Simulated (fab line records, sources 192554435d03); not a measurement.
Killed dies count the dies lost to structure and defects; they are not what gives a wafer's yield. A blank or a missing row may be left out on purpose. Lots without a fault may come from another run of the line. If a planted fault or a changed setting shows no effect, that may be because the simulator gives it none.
fab line records ; flow n5-finfet
record lots=6; wafers=18; last-day=20
route steps=1938 shown BEOL_M14@1730 BEOL_M15@1830
lots with no fault: from the same line, run without faults
start-h: hours from the record's opening day to when the first of the lot's shown wafers began ; wait-h: how many hours have passed since the lot's step before this one ; " identical to the entry in the row above ; L1.1+2: a row that stands for several wafers ; - no value, or no start given ; * or withheld: withheld ; < > ~ a bound
route shown NAME@n: a module of which the file shows steps, and the number in the route of the first ; usual: the fault-free wafers' mean and standard deviation ; same: alike in all rows ; chamber/n: place in a boat ; sites: each site's reading ; _std_site: standard deviation of those values ; _edge_site: the outer-site mean with the inner-site mean subtracted ; radius-mm: for every site, how far away it sits from the centre of the wafer ; mask NAME#n: copy n ; behind: the last tool/chamber to shape the wafer ; hold: why the lot went on hold/how many hours it stayed there/how the hold came to an end ; device: transistor that didn't switch, given as n, p or np ; end of line: the same wafers' tests at the end of the route ; where a step has no rows: the recipe by itself ; killed: the dies lost at the first sort to structure and to defects; this is not the yield of the wafer ; map: a wafer's dies, x killed, . not, _ none there
set.NAME: the setting that was run; set.NAME@STEP: the one run at that earlier step ; model.NAME: the simulator's own value behind a step, which no gauge read
the route's steps for a sample of lots (tables are steps, rows are wafers)
services: when a tool's chamber went out of use (start-h, in hours from the record's first day, below 0 if earlier), for how many hours, and the reason
## steps
# step N5_BEOL_M14_ETCH_59
# recipe chemistry=N2/H2; target=BARC; target-depth-a=890; overetch-a=267; time-s=67.9; ion-energy-ev=200; pressure-mtorr=30; source-w=840; bias-w=150; n2-flow-sccm=200; h2-flow-sccm=200
# usual drypump-motor-current-A=5.8/0.42; oes-product-au=0.69/0.079; rf-vpp-V=523.8/1.6; showerhead-plenum-p-Torr=2.53/0.05; throttle-valve-pct=17.79/0.25
lot.wafer;tool;chamber;start-h;wait-h;drypump-motor-current-A;oes-product-au;rf-hours-counter-h;rf-vpp-V;showerhead-plenum-p-Torr;throttle-valve-pct
L759.1;rie-diel-05;2;321.26;0.0;5.7;0.59;247;522.6;2.50;17.79
L759.4;rie-diel-05;1;321.26;0.0;6.3;0.69;87;521.6;2.46;17.53
L759.6;rie-diel-05;3;321.26;0.0;5.5;0.60;-;527.2;2.62;17.89
L767.3;rie-diel-02;3;360.20;0.0;5.8;0.76;33;525.8;2.59;17.77
L767.5;rie-diel-02;3;360.20;0.0;5.8;0.76;-;524.9;2.59;17.79
L767.6;rie-diel-02;2;360.20;0.0;4.9;0.59;-;523.7;2.51;18.30
L768.3;rie-diel-05;2;377.28;0.0;5.7;0.79;7;523.4;2.50;17.36
L768.4;rie-diel-05;3;377.28;0.0;5.5;0.58;243;527.0;2.61;17.95
L768.6;rie-diel-05;3;377.28;0.0;5.5;0.59;-;525.2;2.61;17.95
L774.1;rie-diel-04;2;404.89;0.0;6.2;0.81;10;522.1;2.49;17.55
L774.3;rie-diel-04;1;404.89;0.0;5.3;0.75;36;526.4;2.59;17.55
L774.4;rie-diel-04;2;404.89;0.0;6.2;0.80;-;522.9;2.49;17.56
L777.1;rie-diel-04;0;451.74;0.0;6.0;0.70;67;521.4;2.48;17.61
L777.2;rie-diel-04;1;451.74;0.0;5.3;0.72;51;525.8;2.59;17.57
L777.6;rie-diel-04;1;451.74;0.0;5.3;0.73;-;524.7;2.59;17.58
L778.1;rie-diel-04;0;455.87;0.0;6.0;0.70;68;522.2;2.48;17.60
L778.4;rie-diel-04;2;455.87;0.0;6.2;0.77;27;521.8;2.48;17.58
L778.6;rie-diel-04;3;455.87;0.0;5.3;0.73;-;524.4;2.58;17.82
# step N5_BEOL_M14_VIA_ETCH_16
# recipe chemistry=C4F8/O2/Ar; target=SiO2; he-inner-torr=15; he-outer-torr=30; target-depth-a=12313; time-s=withheld; ion-energy-ev=800; pressure-mtorr=20; source-w=1905; bias-w=2040; Ar_flow_sccm=400; C4F8_flow_sccm=16; O2_flow_sccm=12; ends=cleared
# usual drypump-motor-current-A=5.8/0.42; oes-product-au=0.73/0.088; rf-vpp-V=2228/14; showerhead-plenum-p-Torr=3.43/0.062; throttle-valve-pct=30.78/0.21
lot.wafer;tool;chamber;start-h;wait-h;drypump-motor-current-A;oes-product-au;rf-vpp-V;showerhead-plenum-p-Torr;throttle-valve-pct
L759.1;rie-diel-05;2;321.31;0.0;5.7;0.62;2217;3.40;30.70
L759.4;rie-diel-05;1;321.31;0.0;6.3;0.73;2233;3.34;30.60
L759.6;rie-diel-05;3;321.31;0.0;5.5;0.63;2223;3.54;30.76
L767.3;rie-diel-02;3;360.25;0.0;5.8;0.80;2227;3.49;30.72
L767.5;rie-diel-02;3;360.25;0.0;5.8;0.80;2228;3.49;30.75
L767.6;rie-diel-02;2;360.25;0.0;4.9;0.62;2242;3.40;31.16
L768.3;rie-diel-05;2;377.33;0.0;5.7;0.86;2218;3.39;30.47
L768.4;rie-diel-05;3;377.33;0.0;5.5;0.62;2223;3.52;30.77
L768.6;rie-diel-05;3;377.33;0.0;5.5;0.62;2223;3.52;30.78
L774.1;rie-diel-04;2;404.94;0.0;6.2;0.85;2226;3.37;30.59
L774.3;rie-diel-04;1;404.94;0.0;5.3;0.78;2243;3.50;30.59
L774.4;rie-diel-04;2;404.94;0.0;6.3;0.85;2223;3.37;30.58
L777.1;rie-diel-04;0;451.79;0.0;6.0;0.74;2218;3.35;30.53
L777.2;rie-diel-04;1;451.79;0.0;5.3;0.78;2240;3.49;30.61
L777.6;rie-diel-04;1;451.79;0.0;5.3;0.77;2242;3.49;30.59
L778.1;rie-diel-04;0;455.92;0.0;6.0;0.74;2218;3.35;30.53
L778.4;rie-diel-04;2;455.92;0.0;6.2;0.83;2224;3.36;30.60
L778.6;rie-diel-04;3;455.92;0.0;5.3;0.77;2190;3.50;30.96
# step N5_BEOL_M14_TRENCH_ETCH_34
# recipe chemistry=C4F8/O2/Ar; target=SiO2; target-depth-a=5566.5; mask-material=SOC; he-inner-torr=15; he-outer-torr=30; time-s=126.9; ion-energy-ev=800; pressure-mtorr=20; source-w=1905; bias-w=2040; Ar_flow_sccm=400; C4F8_flow_sccm=16; O2_flow_sccm=12
# usual drypump-motor-current-A=5.8/0.43; oes-product-au=0.81/0.097; rf-vpp-V=2227/14; showerhead-plenum-p-Torr=3.43/0.066; throttle-valve-pct=30.79/0.22
lot.wafer;tool;chamber;start-h;wait-h;drypump-motor-current-A;oes-product-au;rf-hours-counter-h;rf-vpp-V;showerhead-plenum-p-Torr;throttle-valve-pct
L759.1;rie-diel-04;3;322.53;0.0;5.3;0.94;14;2192;3.52;30.97
L759.4;rie-diel-04;2;322.53;0.0;6.2;0.71;237;2224;3.39;30.81
L759.6;rie-diel-04;3;322.53;0.0;5.4;0.94;-;2194;3.52;30.96
L767.3;rie-diel-04;3;361.59;0.0;5.4;0.90;27;2193;3.51;30.96
L767.5;rie-diel-04;0;361.59;0.0;6.0;0.87;-;2220;3.36;30.53
L767.6;rie-diel-04;1;361.59;0.0;5.3;0.90;-;2244;3.51;30.60
L768.3;rie-diel-04;0;378.67;0.0;6.0;0.86;43;2220;3.36;30.55
L768.4;rie-diel-04;3;378.67;0.0;5.3;0.90;35;2192;3.51;30.97
L768.6;rie-diel-04;1;378.67;0.0;5.3;0.90;-;2242;3.51;30.60
L774.1;rie-diel-02;2;406.29;0.0;4.9;0.67;246;2240;3.39;31.19
L774.3;rie-diel-02;0;406.29;0.0;6.2;0.75;150;2238;3.43;30.88
L774.4;rie-diel-02;0;406.29;0.0;6.2;0.75;-;2237;3.43;30.86
L777.1;rie-diel-04;3;453.02;0.0;5.3;0.86;57;2191;3.50;31.01
L777.2;rie-diel-04;1;453.02;0.0;5.3;0.84;51;2242;3.49;30.61
L777.6;rie-diel-04;2;453.02;0.0;6.2;0.92;-;2223;3.36;30.64
L778.1;rie-diel-04;1;457.40;0.0;5.3;0.84;53;2242;3.49;30.62
L778.4;rie-diel-04;0;457.40;0.0;6.0;0.81;69;2218;3.35;30.58
L778.6;rie-diel-04;3;457.40;0.0;5.4;0.85;-;2190;3.50;30.98
# step N5_BEOL_M14_OCD_MEAS_35
# usual trench-depth-nm=558/8.9
lot.wafer;tool;chamber;start-h;wait-h;trench-depth-nm
L759.1;ocd-01;-;322.68;0.0;571
L759.4;ocd-01;-;322.68;0.0;560
L759.6;ocd-01;-;322.68;0.0;573
L767.3;ocd-02;-;361.75;0.0;559
L767.5;ocd-02;-;361.75;0.0;1039
L767.6;ocd-02;-;361.75;0.0;549
L768.3;ocd-02;-;378.83;0.0;1059
L768.4;ocd-02;-;378.83;0.0;571
L768.6;ocd-02;-;378.83;0.0;555
L774.1;ocd-02;-;406.44;0.0;545
L774.3;ocd-02;-;406.44;0.0;547
L774.4;ocd-02;-;406.44;0.0;545
L777.1;ocd-02;-;453.17;0.0;564
L777.2;ocd-02;-;453.17;0.0;547
L777.6;ocd-02;-;453.17;0.0;569
L778.1;ocd-02;-;457.55;0.0;550
L778.4;ocd-02;-;457.55;0.0;562
L778.6;ocd-02;-;457.55;0.0;563
# step N5_BEOL_M14_ANNEAL_48
# recipe temp-c=225; time-s=90; ambient=N2
# usual anneal-temp-c-max=225.97/0.28; wafer_temp_C_max=225.94/0.26
lot.wafer;tool;chamber;start-h;wait-h;anneal-temp-c-max;wafer_temp_C_max
L759.1;rtp-anneal-01;0;324.49;0.2;226.12;226.21
L759.4;rtp-anneal-01;0;324.49;0.2;226.18;225.94
L759.6;rtp-anneal-01;0;324.49;0.2;225.93;225.77
L767.3;rtp-anneal-02;0;372.35;0.5;225.96;225.67
L767.5;rtp-anneal-02;0;372.35;0.5;225.78;225.70
L767.6;rtp-anneal-02;0;372.35;0.5;225.89;225.76
L768.3;rtp-anneal-01;0;382.02;0.9;225.80;225.85
L768.4;rtp-anneal-01;0;382.02;0.9;225.96;225.90
L768.6;rtp-anneal-01;0;382.02;0.9;226.18;225.79
L774.1;rtp-anneal-02;0;409.55;0.1;225.76;226.09
L774.3;rtp-anneal-02;0;409.55;0.1;226.04;226.23
L774.4;rtp-anneal-02;0;409.55;0.1;225.98;226.19
L777.1;rtp-anneal-01;0;455.43;0.1;225.80;225.90
L777.2;rtp-anneal-01;0;455.43;0.1;225.91;225.99
L777.6;rtp-anneal-01;0;455.43;0.1;226.38;226.23
L778.1;rtp-anneal-01;0;459.45;0.2;225.94;226.01
L778.4;rtp-anneal-01;0;459.45;0.2;226.20;225.98
L778.6;rtp-anneal-01;0;459.45;0.2;225.64;226.03
# step N5_BEOL_M14_THK_MEAS_50
# recipe thk-meas-gauge=xrf; reads=Cu_of_BEOL_M14_ECD_47
# usual M14_THK=572/12
lot.wafer;tool;chamber;start-h;wait-h;M14_THK[nm]
L759.1;film-metro-02;-;325.09;-;568
L759.4;film-metro-02;-;325.09;-;558
L759.6;film-metro-02;-;325.09;-;567
L767.3;film-metro-02;-;372.85;-;565
L767.5;film-metro-02;-;372.85;-;1049
L767.6;film-metro-02;-;372.85;-;555
L768.3;film-metro-01;-;382.54;-;1110
L768.4;film-metro-01;-;382.54;-;592
L768.6;film-metro-01;-;382.54;-;573
L774.1;film-metro-01;-;410.14;-;564
L774.3;film-metro-01;-;410.14;-;565
L774.4;film-metro-01;-;410.14;-;568
L777.1;film-metro-02;-;456.02;-;571
L777.2;film-metro-02;-;456.02;-;559
L777.6;film-metro-02;-;456.02;-;578
L778.1;film-metro-01;-;460.05;-;575
L778.4;film-metro-01;-;460.05;-;586
L778.6;film-metro-01;-;460.05;-;589
# step N5_BEOL_M14_RS_MEAS_54
# recipe thk-meas-gauge=four-point-probe; reads=Cu_of_BEOL_M14_ECD_47+Ta_of_BEOL_M14_SPUTTER_44+TaN_of_BEOL_M14_SPUTTER_43
# usual M14_RS=0.0332/0.00053
lot.wafer;tool;chamber;start-h;wait-h;M14_RS[ohm/sq]
L759.1;film-metro-01;-;325.22;0.0;0.0324
L759.4;film-metro-01;-;325.22;0.0;0.0331
L759.6;film-metro-01;-;325.22;0.0;0.0323
L767.3;film-metro-01;-;372.98;0.1;0.0331
L767.5;film-metro-01;-;372.98;0.1;0.0177
L767.6;film-metro-01;-;372.98;0.1;0.0338
L768.3;film-metro-01;-;382.67;0.1;0.0173
L768.4;film-metro-01;-;382.67;0.1;0.0323
L768.6;film-metro-01;-;382.67;0.1;0.0334
L774.1;film-metro-01;-;410.27;0.0;0.0340
L774.3;film-metro-01;-;410.27;0.0;0.0339
L774.4;film-metro-01;-;410.27;0.0;0.0340
L777.1;film-metro-02;-;456.15;0.0;0.0327
L777.2;film-metro-02;-;456.15;0.0;0.0337
L777.6;film-metro-02;-;456.15;0.0;0.0326
L778.1;film-metro-02;-;460.17;0.0;0.0337
L778.4;film-metro-02;-;460.17;0.0;0.0329
L778.6;film-metro-02;-;460.17;0.0;0.0329
# step N5_BEOL_M15_RC_MEAS_101
# usual COMB_M10=1.5e-11/3.4e-12; COMB_M11=1.51e-11/2.7e-12; COMB_M11_max_site=2.2e-11/4.4e-12; COMB_M12=6.6e-12/1.5e-12; COMB_M13=5.2e-12/1.3e-12; COMB_M13_max_site=7.2e-12/1.8e-12; COMB_M15=2.8e-12/1e-12; COMB_M15_max_site=3.8e-12/1.2e-12; COMB_M5=3.7e-11/8.2e-12; COMB_M6=2.6e-11/5.6e-12; COMB_M7=2.6e-11/5.7e-12; COMB_M8=2.5e-11/5.2e-12; COMB_M9=1.5e-11/3e-12; SERP_M10=3.07/0.075; SERP_M11=3.07/0.063; SERP_M12=0.640/0.014; SERP_M13=0.309/0.0055; SERP_M14=0.1595/0.0029; SERP_M14_max_site=0.1613/0.0029; SERP_M5=38.4/1.5; SERP_M6=13.8/0.44; SERP_M7=13.8/0.45; SERP_M8=13.8/0.46; SERP_M9=3.06/0.076
lot.wafer;tool;chamber;start-h;wait-h;COMB_M10[S/m];COMB_M11[S/m];COMB_M11_max_site[S/m];COMB_M12[S/m];COMB_M13[S/m];COMB_M13_max_site[S/m];COMB_M15[S/m];COMB_M15_max_site[S/m];COMB_M5[S/m];COMB_M6[S/m];COMB_M7[S/m];COMB_M8[S/m];COMB_M9[S/m];SERP_M10[ohm/um];SERP_M11[ohm/um];SERP_M12[ohm/um];SERP_M13[ohm/um];SERP_M14[ohm/um];SERP_M14_max_site[ohm/um];SERP_M5[ohm/um];SERP_M6[ohm/um];SERP_M7[ohm/um];SERP_M8[ohm/um];SERP_M9[ohm/um]
L759.1;prober-02;0;332.08;0.0;1.8e-11;1.68e-11;2.2e-11;6.6e-12;6.8e-12;1.26e-11;3.6e-12;4e-12;3.5e-11;3.1e-11;2.5e-11;2.6e-11;2.1e-11;3.01;2.99;0.620;0.306;0.1572;0.1600;39.6;13.9;13.9;14.0;3.04
L759.4;prober-02;0;332.08;0.0;2e-11;1.95e-11;2.5e-11;6.9e-12;5.9e-12;9.2e-12;3.1e-12;5.4e-12;4.9e-11;2.5e-11;3.6e-11;2.6e-11;1.8e-11;3.01;3.10;0.646;0.309;0.1622;0.1633;39.8;13.5;14.6;14.1;3.17
L759.6;prober-02;0;332.08;0.0;1.5e-11;1.7e-11;2.4e-11;6e-12;4.9e-12;7.1e-12;3.8e-12;4.2e-12;3.2e-11;1.9e-11;3e-11;3.5e-11;1.5e-11;3.03;3.02;0.629;0.306;0.1584;0.1594;41.3;14.0;14.3;14.1;3.15
L767.3;prober-01;0;385.16;0.3;1.3e-11;1.28e-11;1.5e-11;4.8e-12;4.2e-12;5.8e-12;1.5e-12;2e-12;4.1e-11;2.5e-11;2.2e-11;2.8e-11;1.4e-11;3.04;2.92;0.645;0.302;0.1582;0.1596;38.2;13.7;13.6;13.7;3.27
L767.5;prober-01;0;385.16;0.3;1.5e-11;1.49e-11;2.1e-11;5.5e-12;2.9e-12;4.2e-12;1.3e-12;2.2e-12;3.5e-11;2.3e-11;3.2e-11;2.5e-11;1.6e-11;3.06;3.02;0.639;0.309;0.0828;0.0841;37.7;13.4;13.8;13.3;3.15
L767.6;prober-01;0;385.16;0.3;1.2e-11;1.29e-11;1.8e-11;5.7e-12;4.4e-12;5.4e-12;1.5e-12;2.6e-12;4.2e-11;1.9e-11;2e-11;2.9e-11;1.1e-11;3.04;2.99;0.627;0.303;0.1603;0.1620;39.4;13.8;14.5;13.4;3.08
L768.3;prober-02;0;389.86;0.3;1.2e-11;1.39e-11;1.6e-11;6e-12;5.8e-12;8.5e-12;3.1e-12;4.9e-12;3.6e-11;3.8e-11;3.2e-11;3.8e-11;1.6e-11;3.01;3.11;0.671;0.304;0.0812;0.0821;36.7;13.8;14.0;13.6;3.07
L768.4;prober-02;0;389.86;0.3;1.5e-11;1.58e-11;2.5e-11;8.3e-12;5.2e-12;6.9e-12;3.5e-12;3.9e-12;2.8e-11;2.2e-11;2.5e-11;2.5e-11;1.6e-11;3.13;3.07;0.661;0.303;0.1544;0.1566;35.4;13.8;13.8;13.7;3.03
L768.6;prober-02;0;389.86;0.3;1.3e-11;1.35e-11;2e-11;8.3e-12;6.6e-12;1.02e-11;2.6e-12;3.2e-12;3.3e-11;3.4e-11;2.6e-11;2.6e-11;1.2e-11;3.01;3.14;0.668;0.303;0.1578;0.1602;36.0;13.9;14.2;13.8;3.15
L774.1;prober-02;0;415.28;0.0;1.5e-11;1.23e-11;2.1e-11;9.1e-12;6.6e-12;8.2e-12;4e-12;5.7e-12;4.5e-11;2.9e-11;3.3e-11;2.4e-11;1.3e-11;3.12;3.00;0.647;0.308;0.1610;0.1626;37.6;14.0;14.1;13.7;2.98
L774.3;prober-02;0;415.28;0.0;1.8e-11;1.93e-11;2.3e-11;8.2e-12;5e-12;5.9e-12;3.1e-12;4.5e-12;3.8e-11;2.7e-11;2.6e-11;2.8e-11;1.5e-11;3.05;3.09;0.627;0.311;0.1622;0.1632;38.8;13.3;13.7;13.2;2.87
L774.4;prober-02;0;415.28;0.0;1.3e-11;2.04e-11;3.1e-11;8.6e-12;5.6e-12;7.1e-12;3.5e-12;3.8e-12;3.9e-11;2.3e-11;1.9e-11;2.5e-11;2e-11;2.86;2.99;0.646;0.309;0.1624;0.1638;39.7;14.1;14.1;13.6;2.90
L777.1;prober-01;0;463.11;0.0;1e-11;1.69e-11;2.9e-11;6.9e-12;3.3e-12;4.4e-12;1.1e-12;2.7e-12;3.9e-11;1.8e-11;2.4e-11;2.6e-11;1.5e-11;3.01;3.02;0.636;0.313;0.1584;0.1602;37.3;14.7;14.6;12.7;3.02
L777.2;prober-01;0;463.11;0.0;1.2e-11;1.47e-11;2e-11;8.2e-12;4.9e-12;8.7e-12;1.2e-12;1.7e-12;3.5e-11;1.5e-11;2.4e-11;1.9e-11;1.7e-11;3.05;3.23;0.636;0.304;0.1619;0.1645;38.8;15.0;13.7;13.6;3.11
L777.6;prober-01;0;463.11;0.0;1e-11;1.3e-11;1.6e-11;7e-12;4.3e-12;5.3e-12;1e-12;2.4e-12;4.2e-11;2e-11;2.7e-11;1.9e-11;1.2e-11;3.10;3.14;0.664;0.298;0.1564;0.1587;39.3;13.9;14.2;13.6;3.03
L778.1;prober-02;0;468.42;0.0;1.3e-11;1.84e-11;2.3e-11;8.6e-12;6.2e-12;7.2e-12;3.9e-12;4.8e-12;2.5e-11;2.2e-11;3e-11;1.9e-11;1.3e-11;2.88;3.15;0.656;0.310;0.1611;0.1637;37.3;14.4;14.4;13.4;3.11
L778.4;prober-02;0;468.42;0.0;1.5e-11;1.35e-11;1.7e-11;6.7e-12;5.4e-12;6.5e-12;3.3e-12;4.3e-12;2.8e-11;3.3e-11;2.8e-11;2.8e-11;1.3e-11;2.96;3.19;0.641;0.318;0.1593;0.1607;36.7;13.7;14.1;13.9;3.10
L778.6;prober-02;0;468.42;0.0;1.9e-11;1.51e-11;1.9e-11;7.2e-12;6.9e-12;9.9e-12;2.9e-12;3.3e-12;3.9e-11;3.2e-11;3.2e-11;2.1e-11;1.8e-11;3.02;3.10;0.630;0.313;0.1582;0.1591;35.8;13.8;13.6;14.2;3.10
# sites SERP_M14 radius-mm=0,75,75,75,75,140,140,140,140
L759.1 0.1566 0.1574 0.1585 0.1560 0.1568 0.1567 0.1600 0.1584 0.1572
L767.3 0.1592 0.1587 0.1582 0.1590 0.1577 0.1566 0.1577 0.1576 0.1596
L768.3 0.0803 0.0811 0.0808 0.0812 0.0811 0.0815 0.0819 0.0817 0.0821
L774.1 0.1620 0.1626 0.1610 0.1597 0.1614 0.1625 0.1609 0.1607 0.1601
L777.1 0.1571 0.1594 0.1584 0.1567 0.1577 0.1594 0.1565 0.1602 0.1588
L778.1 0.1592 0.1592 0.1611 0.1603 0.1606 0.1622 0.1611 0.1618 0.1637
## services
tool;chamber;start-h;hours;kind
rie-diel-05;1;302.74;4.3;repair
rie-diel-02;2;303.28;3.9;repair
rie-diel-05;2;328.20;-;clean
rie-diel-05;2;328.20;-;consumable-replace:focus-ring
rie-diel-05;2;328.20;26.1;scheduled-down
rie-diel-05;2;328.20;26.1;vent-cycle
rie-diel-04;2;360.94;-;clean
rie-diel-04;2;360.94;-;consumable-replace:focus-ring
rie-diel-04;2;360.94;16.2;scheduled-down
rie-diel-04;2;360.94;16.2;vent-cycle
rie-diel-02;2;364.20;19.8;repair
rie-diel-02;1;387.70;4.1;repair
rie-diel-02;1;391.96;-;clean
rie-diel-02;1;391.96;-;consumable-replace:focus-ring
rie-diel-04;3;393.95;5.8;repair
rie-diel-05;3;400.28;-;clean
rie-diel-05;3;400.28;-;consumable-replace:focus-ring
rie-diel-05;3;400.28;20.2;scheduled-down
rie-diel-05;3;400.28;20.2;vent-cycle
rie-diel-04;0;402.36;3.0;repair
rie-diel-02;-;419.96;0.5;repair
rie-diel-02;-;438.94;0.8;repair
rie-diel-02;1;453.70;15.3;repair
rie-diel-02;-;455.48;15.6;pm
## key
first-sign step=N5_BEOL_M14_OCD_MEAS_35; reading=trench-depth-nm; direction=up; sigmas=56; usual=558; struck=1049
effect step=N5_BEOL_M14_THK_MEAS_50; reading=M14_THK; direction=up; sigmas=41; usual=572; struck=1080
effect step=N5_BEOL_M14_RS_MEAS_54; reading=M14_RS; direction=down; sigmas=29; usual=0.0332; struck=0.0175
effect step=N5_BEOL_M15_RC_MEAS_101; reading=SERP_M14; direction=down; sigmas=27; usual=0.1595; struck=0.0820
met-at N5_BEOL_M14_TRENCH_ETCH_34
struck-lots L767,L768
struck-wafers L767.5,L768.3
not-acting-at N5_BEOL_M14_ETCH_59,N5_BEOL_M14_VIA_ETCH_16,N5_BEOL_M14_ANNEAL_48
fault kind=process-parameter-drift; tool=rie-diel-04; chamber=0; onset-h=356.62; steps=N5_BEOL_M14_TRENCH_ETCH_34; channel=time-s; offset=*; shape=step; end-h=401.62; acts-in=*; stated=*
